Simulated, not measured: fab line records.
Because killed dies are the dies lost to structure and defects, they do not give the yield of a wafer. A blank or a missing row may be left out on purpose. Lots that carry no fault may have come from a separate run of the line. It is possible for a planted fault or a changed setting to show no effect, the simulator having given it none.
Matching of chambers :: flow n5Finfet :: N5_BEOL_M5_STRIP_91 on rieDiel-06: 4 sister chambers
The step strips in N2/H2, time 10 s. 14 wafers are shown with their chamber, then 7 later ones without.

## EACH WAFER AND ITS CHAMBER
wafer: L136.1
chamber: 0
drypumpMotorCurrentA (A): 6.5
showerheadPlenumPTorr (Torr): 2.58
oesProductAu (a.u.): 0.92

wafer: L136.2
chamber: 1
drypumpMotorCurrentA (A): 5.8
showerheadPlenumPTorr (Torr): 2.45
oesProductAu (a.u.): 0.77

wafer: L136.6
chamber: 3
drypumpMotorCurrentA (A): 5.6
showerheadPlenumPTorr (Torr): 2.63
oesProductAu (a.u.): 0.72

wafer: L137.2
chamber: 1
drypumpMotorCurrentA (A): 5.8
showerheadPlenumPTorr (Torr): 2.45
oesProductAu (a.u.): 0.77

wafer: L137.3
chamber: 0
drypumpMotorCurrentA (A): 6.5
showerheadPlenumPTorr (Torr): 2.58
oesProductAu (a.u.): 0.90

wafer: L137.5
chamber: 2
drypumpMotorCurrentA (A): 6.7
showerheadPlenumPTorr (Torr): 2.41
oesProductAu (a.u.): 0.70

wafer: L139.2
chamber: 0
drypumpMotorCurrentA (A): 6.4
showerheadPlenumPTorr (Torr): 2.58
oesProductAu (a.u.): 0.91

wafer: L139.3
chamber: 1
drypumpMotorCurrentA (A): 5.8
showerheadPlenumPTorr (Torr): 2.45
oesProductAu (a.u.): 0.77

wafer: L139.5
chamber: 3
drypumpMotorCurrentA (A): 5.6
showerheadPlenumPTorr (Torr): 2.63
oesProductAu (a.u.): 0.72

wafer: L145.1
chamber: 2
drypumpMotorCurrentA (A): 6.7
showerheadPlenumPTorr (Torr): 2.40
oesProductAu (a.u.): 0.70

wafer: L145.4
chamber: 3
drypumpMotorCurrentA (A): 5.6
showerheadPlenumPTorr (Torr): 2.62
oesProductAu (a.u.): 0.70

wafer: L145.5
chamber: 2
drypumpMotorCurrentA (A): 6.7
showerheadPlenumPTorr (Torr): 2.40
oesProductAu (a.u.): 0.69

wafer: L148.2
chamber: 3
drypumpMotorCurrentA (A): 5.6
showerheadPlenumPTorr (Torr): 2.62
oesProductAu (a.u.): 0.69

wafer: L148.3
chamber: 1
drypumpMotorCurrentA (A): 5.8
showerheadPlenumPTorr (Torr): 2.45
oesProductAu (a.u.): 0.76

SIGNATURES, as means of the wafers listed above
reading: drypumpMotorCurrentA
chamber 0: 6.467
chamber 1: 5.800
chamber 2: 6.700
chamber 3: 5.600
scatter within a chamber: 0.0258

reading: showerheadPlenumPTorr
chamber 0: 2.5800
chamber 1: 2.4500
chamber 2: 2.4033
chamber 3: 2.6250
scatter within a chamber: 0.00408

reading: oesProductAu
chamber 0: 0.9100
chamber 1: 0.7675
chamber 2: 0.6967
chamber 3: 0.7075
scatter within a chamber: 0.0101
Rule: for each reading, subtract the chamber's mean from the wafer's reading, divide by that reading's scatter and square the result; add these up over the readings and take the root, which gives the wafer's distance from the chamber. If the next closest chamber is less than 2 further off than the closest, the wafer can't be placed; otherwise it belongs to the closest. The scatter: the root of (the sum of the squares of (reading less its chamber's mean) over the shown wafers, divided by (wafers less chambers)).

## WAFERS WITH NO CHAMBER GIVEN
wafer: L148.4
drypumpMotorCurrentA (A): 6.4
showerheadPlenumPTorr (Torr): 2.57
oesProductAu (a.u.): 0.88

wafer: L157.3
drypumpMotorCurrentA (A): 6.7
showerheadPlenumPTorr (Torr): 2.71
oesProductAu (a.u.): 0.96

wafer: L157.4
drypumpMotorCurrentA (A): 5.8
showerheadPlenumPTorr (Torr): 2.44
oesProductAu (a.u.): 0.73

wafer: L157.5
drypumpMotorCurrentA (A): 5.8
showerheadPlenumPTorr (Torr): 2.44
oesProductAu (a.u.): 0.73

wafer: L158.2
drypumpMotorCurrentA (A): 6.4
showerheadPlenumPTorr (Torr): 2.56
oesProductAu (a.u.): 0.85

wafer: L158.3
drypumpMotorCurrentA (A): 5.5
showerheadPlenumPTorr (Torr): 2.61
oesProductAu (a.u.): 0.69

wafer: L158.5
drypumpMotorCurrentA (A): 5.8
showerheadPlenumPTorr (Torr): 2.44
oesProductAu (a.u.): 0.74

## THE CHAMBER EACH PASSED THROUGH
wafer: L148.4
from the rows above: 0
in truth: 0

wafer: L157.3
from the rows above: 0
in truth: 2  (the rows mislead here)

wafer: L157.4
from the rows above: 1
in truth: 1

wafer: L157.5
from the rows above: 1
in truth: 1

wafer: L158.2
from the rows above: 0
in truth: 0

wafer: L158.3
from the rows above: 3
in truth: 3

wafer: L158.5
from the rows above: 1
in truth: 1
Placed correctly: 6 of 7. From these rows, 0 cannot be placed. Placed wrongly: 1.
